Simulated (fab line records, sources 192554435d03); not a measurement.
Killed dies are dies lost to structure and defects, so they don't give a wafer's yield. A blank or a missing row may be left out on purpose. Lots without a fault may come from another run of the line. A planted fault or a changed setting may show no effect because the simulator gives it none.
fab line records | flow n5_finfet
record lots=10 wafers=30 last_day=19
route steps=1938 shown BEOL_M4@1111 BEOL_M7@1318 BEOL_M8@1335 PASSIVATION@1936
lots that met no fault: from a run of the same line without faults
start_h: hours from the record's first day to the start of the lot's first wafer shown | wait_h: hours since the lot's step before | " the same as in the row above | L1.1+2: a row that stands for several wafers | - no value, or no start given | * or withheld: withheld | < > ~ a bound
route shown NAME@n: a module of which the file shows steps, and the number in the route of the first | usual: mean/standard deviation of fault-free wafers | same: alike in all rows | chamber/n: place in a boat | sites: the reading at each site | _std_site: their standard deviation | _edge_site: outer sites' mean less inner sites' | radius_mm: how far each site lies from the wafer's centre | mask NAME#n: copy n | behind: the tool/chamber that last shaped the wafer | hold: why the lot was held/for how many hours/how that ended | device: the transistor (n, p or np) that didn't switch | end of line: the same wafers' tests at the end of the route | a step without rows: its recipe alone | killed: dies lost to structure and defects at the first sort, not the wafer's yield | map: a wafer's dies, x killed, . not, _ none there
set.NAME: the setting as run; set.NAME@STEP: as run at that earlier step | model.NAME: the simulator's own value behind a step, which no gauge read
steps of the route over a sample of lots; a table a step, a row a wafer
services: from which hour (start_h, from the record's first day; less than 0 if before it) a tool's chamber was out of use, for how many hours, and why
## steps
# step N5_BEOL_M4_RC_MEAS_101
# usual DIBL_N=36.1/1.6 DIBL_P=35.7/1.8 IOFF_N=0.159/0.027 IOFF_P=0.21/0.03 ION_N=673/10 ION_P=462/7.4 SS_N=71.4/0.56 SS_P=73.2/0.61 VT_N=249.7/3 VT_P=-250/3.1
# columns lot.wafer tool chamber start_h wait_h DIBL_N[mV/V] DIBL_P[mV/V] IOFF_N[nA/um] IOFF_P[nA/um] ION_N[uA/um] ION_P[uA/um] SS_N[mV/dec] SS_P[mV/dec] VT_N[mV] VT_P[mV]
L516.2 prober-01 0 171.56 0.2 37.4 38.9 0.206 0.25 692 463 72.8 74.3 244.1 -251
L516.4 " 0 " " 34.4 35.6 0.145 0.19 676 462 71.5 73.1 248.1 -254
L516.5 " 0 " " 35.2 35.5 0.154 0.19 664 451 71.9 72.6 248.0 -255
L519.1 prober-02 0 185.16 0.0 37.9 37.4 0.156 0.19 664 448 71.6 73.6 252.5 -253
L519.2 " 0 " " 36.6 35.8 0.136 0.18 662 451 71.7 73.1 253.1 -254
L519.4 " 0 " " 39.2 38.7 0.189 0.24 678 458 72.0 73.8 248.9 -251
L521.2 prober-02 0 198.93 0.2 36.3 36.8 0.176 0.18 673 447 72.0 73.6 248.2 -254
L521.3 " 0 " " 36.4 36.8 0.164 0.18 676 449 72.0 73.6 250.7 -252
L521.4 " 0 " " 36.9 38.2 0.171 0.22 683 455 72.6 73.5 250.2 -252
L525.1 prober-02 0 227.29 0.0 37.7 36.6 0.169 0.22 674 460 71.1 73.6 249.1 -251
L525.3 " 0 " " 37.4 37.4 0.162 0.24 676 470 71.4 72.9 249.4 -247
L525.5 " 0 " " 36.4 35.7 0.149 0.21 675 462 71.5 73.1 248.8 -248
L526.2 prober-02 0 233.49 0.2 35.6 36.0 0.159 0.20 684 463 71.0 73.1 247.0 -251
L526.4 " 0 " " 35.1 35.4 0.149 0.19 673 459 71.8 72.8 249.9 -251
L526.6 " 0 " " 37.0 37.4 0.190 0.23 678 464 71.6 73.9 246.2 -249
L527.1 prober-01 0 237.41 0.0 38.7 37.3 0.185 0.24 683 466 71.8 73.4 248.5 -250
L527.2 " 0 " " 37.7 36.7 0.170 0.22 676 463 71.8 74.3 249.2 -248
L527.3 " 0 " " 36.6 34.5 0.151 0.19 654 450 71.3 73.6 253.6 -251
L535.4 prober-01 0 305.14 0.5 34.9 34.5 0.122 0.17 666 455 71.1 73.3 253.6 -252
L535.5 " 0 " " 35.7 36.9 0.148 0.21 683 467 70.8 73.6 250.6 -250
L535.6 " 0 " " 36.4 37.7 0.163 0.21 683 465 71.6 73.8 250.1 -251
L517.2 prober-02 0 307.72 0.2 35.2 36.1 0.172 0.23 691 479 71.9 73.7 247.3 -247
L517.3 " 0 " " 34.6 35.4 0.143 0.23 664 471 71.3 73.3 251.2 -246
L517.5 " 0 " " 35.8 36.3 0.170 0.24 680 468 71.6 74.1 250.4 -246
L538.1 prober-02 0 328.91 0.0 34.9 33.0 0.124 0.19 667 465 70.6 72.9 250.1 -249
L538.3 " 0 " " 40.0 39.2 0.210 0.30 684 473 71.4 75.1 246.3 -246
L538.6 " 0 " " 37.2 35.1 0.147 0.23 675 478 70.6 73.6 249.8 -248
L537.1 prober-01 0 341.71 0.0 35.2 34.8 0.156 0.22 662 460 71.1 73.1 247.2 -244
L537.3 " 0 " " 34.7 33.7 0.139 0.20 670 468 70.9 72.1 251.6 -245
L537.4 " 0 " " 36.7 36.9 0.201 0.26 694 482 71.0 73.1 243.3 -242
# step N5_BEOL_M7_DEGAS_44
# recipe ambient=vacuum temp_c=250 time_s=60
# usual heater_power_w=321/25
# columns lot.wafer tool chamber start_h wait_h heater_power_w
L516.2 pvd_sputter-02 - 197.78 0.8 307
L516.4 " - " " 341
L516.5 " - " " 304
L519.1 pvd_sputter-01 - 210.56 0.6 332
L519.2 " - " " 304
L519.4 " - " " 361
L521.2 pvd_sputter-03 - 223.45 0.3 323
L521.3 " - " " 275
L521.4 " - " " 342
L525.1 pvd_sputter-02 - 269.65 4.5 304
L525.3 " - " " 342
L525.5 " - " " 332
L527.1 pvd_sputter-01 - 274.04 0.3 306
L527.2 " - " " 324
L527.3 " - " " 296
L526.2 pvd_sputter-03 - 274.58 0.2 267
L526.4 " - " " 326
L526.6 " - " " 270
L517.2 pvd_sputter-01 - 334.96 0.3 326
L517.3 " - " " 299
L517.5 " - " " 357
L535.4 pvd_sputter-03 - 335.29 0.2 267
L535.5 " - " " 359
L535.6 " - " " 343
L538.1 pvd_sputter-01 - 359.07 0.7 302
L538.3 " - " " 331
L538.6 " - " " 330
L537.1 pvd_sputter-03 - 374.76 0.9 315
L537.3 " - " " 343
L537.4 " - " " 267
# step N5_BEOL_M7_ANNEAL_51
# recipe temp_c=225 time_s=90 ambient=N2
# usual wafer_temp_C_max=225.9/0.3
# columns lot.wafer tool chamber start_h wait_h wafer_temp_C_max
L516.2 rtp_anneal-01 0 199.55 0.9 225.8
L516.4 " 0 " " 226.1
L516.5 " 0 " " 225.8
L519.1 rtp_anneal-02 0 211.99 0.5 225.8
L519.2 " 0 " " 225.5
L519.4 " 0 " " 225.8
L521.2 rtp_anneal-02 0 224.56 0.3 225.9
L521.3 " 0 " " 225.6
L521.4 " 0 " " 225.6
L525.1 rtp_anneal-01 0 270.55 0.2 226.3
L525.3 " 0 " " 226.1
L525.5 " 0 " " 226.0
L527.1 rtp_anneal-02 0 274.84 0.1 225.9
L527.2 " 0 " " 225.6
L527.3 " 0 " " 225.4
L526.2 rtp_anneal-01 0 275.88 0.6 225.9
L526.4 " 0 " " 226.4
L526.6 " 0 " " 226.7
L517.2 rtp_anneal-01 0 337.73 0.1 225.9
L517.3 " 0 " " 226.2
L517.5 " 0 " " 225.6
L535.4 rtp_anneal-02 0 337.99 0.3 225.7
L535.5 " 0 " " 225.9
L535.6 " 0 " " 225.9
L538.1 rtp_anneal-01 0 360.28 0.1 225.5
L538.3 " 0 " " 226.3
L538.6 " 0 " " 225.7
L537.1 rtp_anneal-01 0 376.27 0.8 226.6
L537.3 " 0 " " 226.0
L537.4 " 0 " " 226.1
# step N5_BEOL_M8_PECVD_70
# recipe material=SiO2 target_thk_a=200 temp_c=400 precursor=TEOS/O2 pressure_torr=5.5 rf_w=450 teos_flow_sccm=53.8 gas=O2 flow_sccm=3000 time_s=22.7
# usual chamber_pressure_Torr=5.499/0.011 heater_power_outer_w=420/61 heater_power_w=721/88 showerhead_plenum_p_Torr=8.78/0.049 throttle_valve_pct=21.8/0.87
# columns lot.wafer tool chamber start_h wait_h chamber_pressure_Torr heater_power_outer_w heater_power_w showerhead_plenum_p_Torr throttle_valve_pct
L516.2 pecvd-02 2 200.92 0.0 5.502 391 652 8.78 20.6
L516.4 " 2 " " 5.497 390 656 8.77 20.6
L516.5 " 1 " " 5.507 400 720 8.78 22.2
L519.1 pecvd-01 2 213.38 0.0 5.504 366 589 8.67 20.2
L519.2 " 1 " " 5.495 300 611 8.77 22.6
L519.4 " 0 " " 5.519 385 627 8.88 23.1
L521.2 pecvd-04 2 225.92 0.0 5.497 395 675 8.76 20.8
L521.3 " 0 " " 5.494 449 821 8.77 22.3
L521.4 " 1 " " 5.501 558 895 8.80 21.4
L525.1 pecvd-04 0 272.18 0.0 - - - - -
L525.3 " 1 " " - - - - -
L525.5 " 1 " " - - - - -
L527.1 pecvd-04 2 276.51 0.0 - - - - -
L527.2 " 0 " " - - - - -
L527.3 " 1 " " - - - - -
L526.2 pecvd-04 2 277.24 0.0 5.481 436 703 8.75 21.2
L526.4 " 1 " " 5.497 531 898 8.79 21.1
L526.6 " 0 " " 5.519 426 821 8.79 22.5
L535.4 pecvd-01 2 339.29 0.1 5.516 436 685 8.68 20.3
L535.5 " 1 " " 5.496 295 599 8.78 22.8
L535.6 " 0 " " 5.497 411 658 8.88 23.0
L517.2 pecvd-04 1 340.52 0.0 5.502 517 871 8.80 21.2
L517.3 " 0 " " 5.494 434 802 8.79 22.5
L517.5 " 1 " " 5.494 529 859 8.80 21.6
L538.1 pecvd-02 2 361.71 0.0 5.495 332 570 8.77 21.3
L538.3 " 0 " " 5.527 439 713 8.76 22.5
L538.6 " 2 " " 5.513 337 566 8.78 21.5
L537.1 pecvd-04 1 377.80 0.0 5.501 522 888 8.79 21.5
L537.3 " 2 " " 5.511 390 661 8.77 21.5
L537.4 " 1 " " 5.501 540 869 8.80 21.4
# step N5_BEOL_M8_DESCUM_16
# recipe chemistry=O2 time_s=7.9 source_power_w=50 bias_power_w=20 pressure_mtorr=20 rf_frequency_hz=2.712e+07 temp_c=40 resist=CAR-ArF o2_flow_sccm=225
# usual drypump_motor_current_A=5.6/0.32 oes_product_au=0.78/0.081 rf_vpp_V=243.5/1.1 showerhead_plenum_p_Torr=2.12/0.06 throttle_valve_pct=20.47/0.27
# columns lot.wafer tool chamber start_h wait_h drypump_motor_current_A oes_product_au rf_hours_counter_h rf_vpp_V showerhead_plenum_p_Torr throttle_valve_pct
L516.2 rie_diel-01 1 202.54 0.1 5.5 0.75 184 244.0 2.17 20.55
L516.4 " 2 " " 5.7 0.69 240 245.3 2.17 21.00
L516.5 " 1 " " 5.5 0.75 - 244.2 2.17 20.56
L519.1 rie_diel-06 0 215.21 0.3 5.9 0.82 87 241.8 2.00 20.06
L519.2 " 3 " " 5.1 0.70 192 244.6 2.18 20.96
L519.4 " 2 " " 5.5 0.80 91 244.4 2.09 20.37
L521.2 rie_diel-01 3 227.54 0.0 5.5 0.86 58 242.5 2.03 20.05
L521.3 " 1 " " 5.5 0.73 193 244.7 2.16 20.58
L521.4 " 2 " " 5.7 0.68 248 243.5 2.17 21.01
L525.1 rie_diel-01 3 274.46 0.0 5.5 0.84 80 241.0 2.02 20.07
L525.3 " 2 " " 5.7 0.95 5 242.9 2.17 20.55
L525.5 " 1 " " 5.5 0.72 - 243.2 2.16 20.60
L527.1 rie_diel-06 3 277.59 0.0 5.2 0.69 207 244.3 2.17 20.97
L527.2 " 0 " " 5.9 0.81 102 241.0 2.00 20.07
L527.3 " 2 " " 5.5 0.80 106 242.8 2.09 20.39
L526.2 rie_diel-06 3 278.35 0.0 5.1 0.68 208 243.7 2.17 20.99
L526.4 " 3 " " 5.1 0.68 - 244.6 2.17 20.98
L526.6 " 2 " " 5.5 0.80 - 245.4 2.09 20.40
L535.4 rie_diel-01 2 341.15 0.0 5.7 0.89 - 244.4 2.16 20.60
L535.5 " 3 " " 5.5 0.81 - 241.0 2.01 20.10
L535.6 " 0 " " 5.7 0.78 - 246.0 2.20 20.18
L517.2 rie_diel-03 0 342.01 0.5 5.3 0.83 49 243.4 2.14 20.61
L517.3 " 1 " " 5.8 0.73 177 243.0 2.11 20.59
L517.5 " 2 " " 6.3 1.00 - 243.1 2.08 20.44
L538.1 rie_diel-03 1 364.56 0.5 5.8 0.72 184 242.0 2.11 20.59
L538.3 " 2 " " 6.3 0.96 10 243.4 2.08 20.46
L538.6 " 2 " " 6.3 0.97 - 242.3 2.08 20.45
L537.1 rie_diel-01 3 379.45 0.0 5.5 0.79 114 242.3 2.01 20.11
L537.3 " 1 " " 5.5 0.70 248 243.9 2.15 20.66
L537.4 " 2 " " 5.7 0.87 41 243.9 2.15 20.61
# step N5_PASSIVATION_PROBE_49
# usual defect_limited_yield=91.0/1.3 killed_at_M0_to_M3=33/10 killed_at_M4_up=14/5.6 killed_at_contacts=12/5.8 killed_at_front_end=43/11 killed_at_other=4.1/2.8 killed_dies=106/15 killed_on_rim=14/3.9 killed_open=70/12 killed_short=34/7.5 sort_bin_5_function=5.3/0.88 sort_bin_6_memory=3.3/0.64 sort_n_pass=1074/15 sort_yield_pct=91.0/1.3
# same gross_dies=1180 killed_at_back_side=0 sort_bin_4_leakage[%]=0 sort_bin_8_speed[%]=0
# columns lot.wafer tool chamber start_h wait_h defect_limited_yield[%] killed_at_M0_to_M3 killed_at_M4_up killed_at_contacts killed_at_front_end killed_at_other killed_dies killed_on_rim killed_open killed_short sort_bin_5_function[%] sort_bin_6_memory[%] sort_n_pass sort_yield_pct[%]
L516.2 prober-02 - 283.76 0.2 91.0 36 4 9 53 4 106 13 63 41 5.3 3.3 1074 91.0
L516.4 prober-02 - 283.86 0.3 89.1 22 11 18 74 4 129 15 77 52 6.3 4.1 1051 89.1
L516.5 prober-02 - 283.91 0.4 91.9 38 10 7 38 2 95 14 58 37 4.7 3.1 1085 91.9
L519.1 prober-02 - 293.17 0.0 92.2 34 13 9 35 1 92 10 65 26 5.4 2.0 1088 92.2
L519.2 prober-02 - 293.22 0.1 90.8 39 16 9 42 2 108 17 75 32 5.3 3.6 1072 90.8
L519.4 prober-02 - 293.32 0.2 90.0 56 11 9 41 1 118 17 74 38 5.5 3.8 1062 90.0
L521.2 prober-02 - 303.49 0.1 89.1 22 17 20 63 7 129 12 79 50 6.4 4.1 1051 89.1
L521.3 prober-02 - 303.54 0.1 89.2 30 11 17 65 4 127 17 94 29 6.7 3.6 1053 89.2
L521.4 prober-02 - 303.59 0.2 89.6 33 12 21 49 8 123 21 100 22 5.7 4.6 1057 89.6
L527.1 prober-01 - 340.72 0.0 63.6 48 328 11 37 5 429 22 87 32 32.5 3.6 751 63.6
L527.2 prober-01 - 340.77 0.1 62.3 27 362 1 49 6 445 33 65 37 33.6 3.7 735 62.3
L527.3 prober-01 - 340.82 0.1 64.6 34 334 7 36 7 418 99 60 38 31.4 3.6 762 64.6
L525.1 prober-02 - 341.31 0.0 62.9 48 323 12 51 4 438 27 88 38 33.1 3.6 742 62.9
L525.3 prober-02 - 341.41 0.1 64.2 35 314 9 64 0 422 98 77 32 31.8 3.8 758 64.2
L525.5 prober-02 - 341.51 0.2 63.7 23 331 11 54 9 428 91 68 38 33.1 2.9 752 63.7
L526.2 prober-01 - 347.35 0.1 90.3 41 16 12 41 4 114 14 65 47 6.5 2.7 1066 90.3
L526.4 prober-01 - 347.45 0.2 92.7 31 12 7 34 2 86 13 57 28 4.9 2.2 1094 92.7
L526.6 prober-01 - 347.55 0.3 92.0 34 12 14 28 6 94 17 54 38 4.2 3.5 1086 92.0
L535.4 prober-02 - 407.32 0.2 90.4 51 9 6 43 4 113 17 63 49 5.3 4.0 1067 90.4
L535.5 prober-02 - 407.37 0.2 89.9 42 24 7 42 4 119 15 82 37 6.7 3.1 1061 89.9
L535.6 prober-02 - 407.42 0.3 91.4 32 14 9 45 2 102 11 68 33 5.7 2.8 1078 91.4
L517.2 prober-01 - 408.11 0.1 91.4 18 15 12 55 1 101 19 58 41 5.3 2.7 1079 91.4
L517.3 prober-01 - 408.16 0.1 89.7 23 19 14 62 3 121 17 77 43 5.8 3.9 1059 89.7
L517.5 prober-01 - 408.26 0.2 90.8 21 18 10 58 1 108 17 65 42 5.4 3.3 1072 90.8
L538.1 prober-01 - 426.49 0.0 88.4 45 12 14 63 3 137 24 84 45 6.4 4.3 1043 88.4
L538.3 prober-01 - 426.59 0.1 91.1 25 9 15 56 0 105 20 71 32 5.0 3.6 1075 91.1
L538.6 prober-01 - 426.74 0.3 89.2 33 15 11 66 2 127 17 98 27 6.6 3.9 1053 89.2
L537.1 prober-01 - 449.96 0.0 91.0 40 7 18 36 5 106 14 65 39 5.3 3.1 1074 91.0
L537.3 prober-01 - 450.06 0.1 93.5 27 9 5 30 6 77 11 47 25 4.2 2.0 1103 93.5
L537.4 prober-01 - 450.11 0.2 91.8 32 12 22 28 3 97 12 68 27 4.8 3.1 1083 91.8
# killed by level:class
L516.2 STI_FIN_REVEAL:geometric_particle:open=14 BEOL_M0_SAQP:geometric_particle:short=11 BEOL_M0_SAQP:geometric_particle:open=11 FIN_SAQP:geometric_particle:open=10 FIN_SAQP:geometric_particle:short=8 MOL_CONTACT_COAG:geometric_particle:open=8 BEOL_M3:geometric_particle:open=6 STARTING-WAFER:geometric_particle:open=5
L516.4 FIN_SAQP:geometric_particle:short=24 FIN_SAQP:geometric_particle:open=22 MOL_CONTACT_COAG:geometric_particle:open=15 BEOL_M0_SAQP:geometric_particle:open=6 GATE_CUT:geometric_particle:short=5 BEOL_M0_SAQP:geometric_particle:short=5 STI_FIN_REVEAL:geometric_particle:open=4 BEOL_M3:geometric_particle:open=4
L516.5 FIN_SAQP:geometric_particle:open=14 BEOL_M0_SAQP:geometric_particle:open=13 FIN_SAQP:geometric_particle:short=11 BEOL_M0_SAQP:geometric_particle:short=10 MOL_CONTACT_COAG:geometric_particle:open=5 BEOL_M2:geometric_particle:open=4 BEOL_M0:geometric_particle:open=4 BEOL_M4:geometric_particle:open=3
L519.1 STI_FIN_REVEAL:geometric_particle:open=14 BEOL_M0_SAQP:geometric_particle:open=8 BEOL_M2:geometric_particle:open=8 MOL_CONTACT_COAG:geometric_particle:open=7 BEOL_M0_SAQP:geometric_particle:short=7 BEOL_M1:geometric_particle:open=6 FIN_SAQP:geometric_particle:open=5 GATE_CUT:geometric_particle:short=4
L519.2 STI_FIN_REVEAL:geometric_particle:open=16 BEOL_M0_SAQP:geometric_particle:short=11 BEOL_M5:geometric_particle:open=9 BEOL_M0_SAQP:geometric_particle:open=8 MOL_CONTACT_COAG:geometric_particle:open=6 FIN_SAQP:geometric_particle:open=5 GATE_CUT:geometric_particle:short=5 BEOL_M3:geometric_particle:open=5
L519.4 BEOL_M0_SAQP:geometric_particle:short=14 BEOL_M2:geometric_particle:open=12 MOL_CONTACT_COAG:geometric_particle:open=9 BEOL_M0_SAQP:geometric_particle:open=9 STI_FIN_REVEAL:geometric_particle:open=8 FIN_SAQP:geometric_particle:open=7 FIN_SAQP:geometric_particle:short=7 BEOL_M1:geometric_particle:open=7
L521.2 STI_FIN_REVEAL:geometric_particle:open=17 MOL_CONTACT_COAG:geometric_particle:open=17 FIN_SAQP:geometric_particle:open=9 BEOL_M2:geometric_particle:open=8 FIN_SAQP:geometric_particle:short=7 BEOL_M0_SAQP:geometric_particle:short=7 BEOL_M4:geometric_particle:open=7 DUMMY_GATE:geometric_particle:open=6
L521.3 STI_FIN_REVEAL:geometric_particle:open=26 MOL_CONTACT_COAG:geometric_particle:open=13 BEOL_M2:geometric_particle:open=8 BEOL_M4:geometric_particle:open=8 BEOL_M1:geometric_particle:open=7 FIN_SAQP:geometric_particle:open=6 FIN_SAQP:geometric_particle:short=5 STI_FIN_REVEAL:geometric_particle:short=4
L521.4 STI_FIN_REVEAL:geometric_particle:open=21 MOL_CONTACT_COAG:geometric_particle:open=18 BEOL_M2:geometric_particle:open=14 BEOL_M4:geometric_particle:open=7 BEOL_M1:geometric_particle:open=6 DUMMY_GATE:geometric_particle:open=5 STI_FIN_REVEAL:geometric_particle:short=4 BEOL_M0_SAQP:geometric_particle:open=4
L527.1 BEOL_M8:area_pecvd=310 BEOL_M0_SAQP:geometric_particle:open=14 FIN_SAQP:geometric_particle:open=11 MOL_CONTACT_COAG:geometric_particle:open=10 BEOL_M3:geometric_particle:open=9 BEOL_M1:geometric_particle:open=7 STI_FIN_REVEAL:geometric_particle:open=6 BEOL_M0_SAQP:geometric_particle:short=6
L527.2 BEOL_M8:area_pecvd=343 BEOL_M0_SAQP:geometric_particle:short=13 STI_FIN_REVEAL:geometric_particle:open=12 FIN_SAQP:geometric_particle:short=11 FIN_SAQP:geometric_particle:open=8 BEOL_M4:geometric_particle:open=8 DUMMY_GATE:geometric_particle:open=7 BEOL_M0_SAQP:geometric_particle:open=5
L527.3 BEOL_M8:area_pecvd=319 BEOL_M0_SAQP:geometric_particle:open=14 BEOL_M0_SAQP:geometric_particle:short=13 FIN_SAQP:geometric_particle:short=8 BEOL_M4:geometric_particle:open=7 STI_FIN_REVEAL:geometric_particle:open=6 MOL_CONTACT_COAG:geometric_particle:open=6 FIN_SAQP:geometric_particle:open=4
L525.1 BEOL_M8:area_pecvd=311 BEOL_M2:geometric_particle:open=17 STI_FIN_REVEAL:geometric_particle:open=10 FIN_SAQP:geometric_particle:short=9 DUMMY_GATE:geometric_particle:open=9 MOL_CONTACT_COAG:geometric_particle:open=9 BEOL_M2:geometric_particle:short=7 BEOL_M4:geometric_particle:open=7
L525.3 BEOL_M8:area_pecvd=308 FIN_SAQP:geometric_particle:open=13 STI_FIN_REVEAL:geometric_particle:open=13 BEOL_M3:geometric_particle:open=12 FIN_SAQP:geometric_particle:short=10 MOL_CONTACT_COAG:geometric_particle:open=7 DUMMY_GATE:geometric_particle:open=6 BEOL_M0_SAQP:geometric_particle:open=6
L525.5 BEOL_M8:area_pecvd=322 FIN_SAQP:geometric_particle:short=14 FIN_SAQP:geometric_particle:open=11 MOL_CONTACT_COAG:geometric_particle:open=9 DUMMY_GATE:geometric_particle:open=8 BEOL_M3:geometric_particle:open=7 PASS1_CAP:geometric_particle:open=6 STI_FIN_REVEAL:geometric_particle:open=6
L526.2 BEOL_M0_SAQP:geometric_particle:open=13 BEOL_M0_SAQP:geometric_particle:short=12 STI_FIN_REVEAL:geometric_particle:open=11 MOL_CONTACT_COAG:geometric_particle:open=9 FIN_SAQP:geometric_particle:short=8 BEOL_M4:geometric_particle:open=5 BEOL_M1:geometric_particle:open=4 GATE_CUT:geometric_particle:short=4
L526.4 BEOL_M0_SAQP:geometric_particle:short=10 STI_FIN_REVEAL:geometric_particle:open=9 FIN_SAQP:geometric_particle:open=6 MOL_CONTACT_COAG:geometric_particle:open=6 BEOL_M3:geometric_particle:open=6 BEOL_M0_SAQP:geometric_particle:open=5 FIN_SAQP:geometric_particle:short=4 BEOL_M2:geometric_particle:open=4
L526.6 BEOL_M0_SAQP:geometric_particle:short=11 MOL_CONTACT_COAG:geometric_particle:open=9 BEOL_M0_SAQP:geometric_particle:open=7 BEOL_M4:geometric_particle:open=6 STARTING-WAFER:geometric_particle:short=6 STI_FIN_REVEAL:geometric_particle:open=5 FIN_SAQP:geometric_particle:open=4 MOL_CONTACT_COAG:geometric_particle:short=4
L535.4 BEOL_M0_SAQP:geometric_particle:short=20 FIN_SAQP:geometric_particle:short=14 STI_FIN_REVEAL:geometric_particle:open=10 BEOL_M1:geometric_particle:open=9 FIN_SAQP:geometric_particle:open=8 BEOL_M0_SAQP:geometric_particle:open=7 BEOL_M2:geometric_particle:open=6 BEOL_M3:geometric_particle:open=6
L535.5 BEOL_M4:geometric_particle:open=16 BEOL_M0_SAQP:geometric_particle:short=10 BEOL_M2:geometric_particle:open=9 FIN_SAQP:geometric_particle:open=8 BEOL_M1:geometric_particle:open=8 MOL_CONTACT_COAG:geometric_particle:open=7 FIN_SAQP:geometric_particle:short=6 DUMMY_GATE:geometric_particle:open=6
L535.6 STI_FIN_REVEAL:geometric_particle:open=17 MOL_CONTACT_COAG:geometric_particle:open=9 BEOL_M0_SAQP:geometric_particle:short=9 BEOL_M3:geometric_particle:open=8 FIN_SAQP:geometric_particle:short=7 FIN_SAQP:geometric_particle:open=7 BEOL_M0_SAQP:geometric_particle:open=6 BEOL_M4:geometric_particle:open=6
L517.2 FIN_SAQP:geometric_particle:open=14 FIN_SAQP:geometric_particle:short=13 MOL_CONTACT_COAG:geometric_particle:open=7 GATE_CUT:geometric_particle:open=6 STARTING-WAFER:geometric_particle:short=5 BEOL_M0_SAQP:geometric_particle:short=5 STI_FIN_REVEAL:geometric_particle:open=4 MOL_CONTACT_COAG:geometric_particle:short=4
L517.3 STI_FIN_REVEAL:geometric_particle:open=12 FIN_SAQP:geometric_particle:open=10 MOL_CONTACT_COAG:geometric_particle:open=10 FIN_SAQP:geometric_particle:short=7 DUMMY_GATE:geometric_particle:open=7 GATE_CUT:geometric_particle:short=6 BEOL_M2:geometric_particle:open=6 BEOL_M5:geometric_particle:open=5
L517.5 FIN_SAQP:geometric_particle:short=12 MOL_CONTACT_COAG:geometric_particle:open=8 STARTING-WAFER:geometric_particle:open=8 FIN_SAQP:geometric_particle:open=7 DUMMY_GATE:geometric_particle:open=7 BEOL_M3:geometric_particle:open=6 BEOL_M0_SAQP:geometric_particle:short=5 BEOL_M4:geometric_particle:open=5
L538.1 FIN_SAQP:geometric_particle:open=14 FIN_SAQP:geometric_particle:short=12 BEOL_M3:geometric_particle:open=12 STI_FIN_REVEAL:geometric_particle:open=12 BEOL_M0_SAQP:geometric_particle:open=9 MOL_CONTACT_COAG:geometric_particle:open=9 GATE_CUT:geometric_particle:open=7 BEOL_M0_SAQP:geometric_particle:short=6
L538.3 STI_FIN_REVEAL:geometric_particle:open=13 MOL_CONTACT_COAG:geometric_particle:open=11 FIN_SAQP:geometric_particle:open=10 GATE_CUT:geometric_particle:short=8 DUMMY_GATE:geometric_particle:open=7 BEOL_M3:geometric_particle:open=6 FIN_SAQP:geometric_particle:short=4 MOL_CONTACT_COAG:geometric_particle:short=4
L538.6 STI_FIN_REVEAL:geometric_particle:open=20 FIN_SAQP:geometric_particle:open=19 MOL_CONTACT_COAG:geometric_particle:open=10 BEOL_M3:geometric_particle:open=10 BEOL_M1:geometric_particle:open=8 GATE_CUT:geometric_particle:short=7 BEOL_M5:geometric_particle:open=6 BEOL_M4:geometric_particle:open=5
L537.1 BEOL_M0_SAQP:geometric_particle:short=13 MOL_CONTACT_COAG:geometric_particle:open=12 FIN_SAQP:geometric_particle:open=9 BEOL_M0_SAQP:geometric_particle:open=8 BEOL_M2:geometric_particle:open=6 MOL_CONTACT_COAG:geometric_particle:short=6 BEOL_M3:geometric_particle:open=6 FIN_SAQP:geometric_particle:short=5
L537.3 STI_FIN_REVEAL:geometric_particle:open=13 BEOL_M1:geometric_particle:open=8 BEOL_M0_SAQP:geometric_particle:open=7 FIN_SAQP:geometric_particle:short=5 MOL_CONTACT_COAG:geometric_particle:open=5 BEOL_M0_SAQP:geometric_particle:short=5 BEOL_M3:geometric_particle:short=4 BEOL_M8:geometric_particle:open=4
L537.4 MOL_CONTACT_COAG:geometric_particle:open=20 BEOL_M0_SAQP:geometric_particle:short=7 BEOL_M0_SAQP:geometric_particle:open=7 STI_FIN_REVEAL:geometric_particle:open=5 DUMMY_GATE:geometric_particle:open=5 BEOL_M3:geometric_particle:open=5 BEOL_M4:geometric_particle:open=5 FIN_SAQP:geometric_particle:short=4
## services
# columns tool chamber start_h hours kind
rtp_anneal-01 - 185.88 2.8 pm
rie_diel-01 0 198.22 3.0 repair
rie_diel-06 - 232.17 14.6 pm
rie_diel-01 2 232.53 - clean
rie_diel-01 2 232.53 - consumable_replace:focus_ring
rie_diel-01 2 232.53 27.3 scheduled_down
rie_diel-01 2 232.53 27.3 vent_cycle
pecvd-01 2 237.14 7.1 repair
rie_diel-03 2 263.59 3.8 repair
rie_diel-06 1 265.85 - clean
rie_diel-06 1 265.85 - consumable_replace:focus_ring
rie_diel-06 1 265.85 16.0 scheduled_down
pecvd-04 - 285.39 1.9 repair
pecvd-01 - 286.63 6.0 pm
pvd_sputter-02 - 302.85 7.1 repair
pecvd-02 - 309.21 0.3 repair
rie_diel-03 0 317.64 4.0 repair
pecvd-02 2 319.24 2.2 repair
pvd_sputter-01 - 320.59 12.8 repair
rie_diel-01 1 338.06 3.9 repair
rie_diel-03 1 354.52 4.8 repair
rtp_anneal-02 - 361.38 4.8 pm
pecvd-04 0 367.23 5.5 scheduled_down
rie_diel-03 - 372.66 0.1 repair
## key
first_sign step=N5_BEOL_M8_PECVD_70 reading=tool_record direction=missing
effect step=N5_PASSIVATION_PROBE_49 reading=killed_at_M4_up direction=up sigmas=56 usual=14 struck=332
more_kills_born_at N5_BEOL_M8_PECVD_70@pecvd-04=1913
met_at N5_BEOL_M8_PECVD_70
struck_lots L525,L527
not_acting_at N5_BEOL_M7_DEGAS_44,N5_BEOL_M7_ANNEAL_51,N5_BEOL_M8_DESCUM_16
onset_between 225.92 272.18
fault kind=skipped_step_whole tool=pecvd-04 chamber=- onset_h=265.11 steps=N5_BEOL_M8_PECVD_70 scope=struck_lots_only
